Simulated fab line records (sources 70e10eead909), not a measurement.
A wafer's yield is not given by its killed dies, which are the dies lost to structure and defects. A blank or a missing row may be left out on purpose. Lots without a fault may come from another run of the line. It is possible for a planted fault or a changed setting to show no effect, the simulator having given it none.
Chamber matching | flow nand harc | NHARC_A_BONDPAD_CMP_19 on cmp-04: 4 sister chambers
The step polishes, t overpolish 30 s, cu recess touch 16 s, target thk 169.82 nm. 14 wafers are shown with their chamber, then 7 later ones without.

== WAFERS WITH THEIR CHAMBER ==
wafer  | chamber | motor current A (A) | overpolish run s (s)
L932.1 | 2       | 12.4                | 29.989
L932.5 | 0       | 9.7                 | 30.003
L932.6 | 1       | 11.3                | 29.995
L931.1 | 2       | 13.0                | 29.995
L931.4 | 1       | 11.4                | 29.995
L931.5 | 2       | 12.2                | 29.992
L934.2 | 0       | 10.0                | 30.001
L934.5 | 3       | 10.9                | 29.996
L934.6 | 0       | 10.5                | 30.007
L936.3 | 3       | 10.5                | 30.000
L936.5 | 3       | 10.6                | 30.007
L936.6 | 0       | 10.1                | 29.994
L938.1 | 0       | 9.3                 | 30.004
L938.2 | 1       | 11.5                | 29.989

SIGNATURES, as means of the wafers listed above
reading          | chamber 0 | chamber 1 | chamber 2 | chamber 3 | scatter within a chamber
motor current A  | 9.920     | 11.400    | 12.533    | 10.667    | 0.355
overpolish run s | 30.00180  | 29.99300  | 29.99200  | 30.00100  | 0.00446
Rule: distance of a wafer from a chamber = root of the sum over the readings of ((wafer's reading minus chamber's mean) / reading's scatter) squared. The wafer belongs to the nearest chamber; if the next one is less than 2 further off, it can't be placed. How the scatter is found: for the shown wafers, subtract from each reading the mean of its chamber, square and add these, divide the total by (wafers less chambers), then take the root.

== WAFERS MISSING THEIR CHAMBER ==
wafer  | motor current A (A) | overpolish run s (s)
L938.3 | 10.4                | 29.997
L937.4 | 10.1                | 29.988
L937.5 | 11.7                | 29.995
L937.6 | 12.5                | 29.993
L954.1 | 12.0                | 29.989
L954.4 | 12.3                | 29.990
L954.5 | 11.9                | 30.009

== CHAMBER TAKEN BY EACH ==
wafer  | from the rows above               | in truth
L938.3 | can't be placed: 3 or 0 or 1      | 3
L937.4 | can't be placed: 0 or 3 or 1      | 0
L937.5 | can't be placed: 1 or 2           | 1
L937.6 | 2                                 | 2
L954.1 | can't be placed: 2 or 1           | 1
L954.4 | can't be placed: 2 or 1           | 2
L954.5 | can't be placed: 1 or 3 or 2 or 0 | 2
Correct placement for 1 of the 7. Not placeable from these rows: 6 (in 6, the candidates include the true chamber). Number placed wrongly: 0.
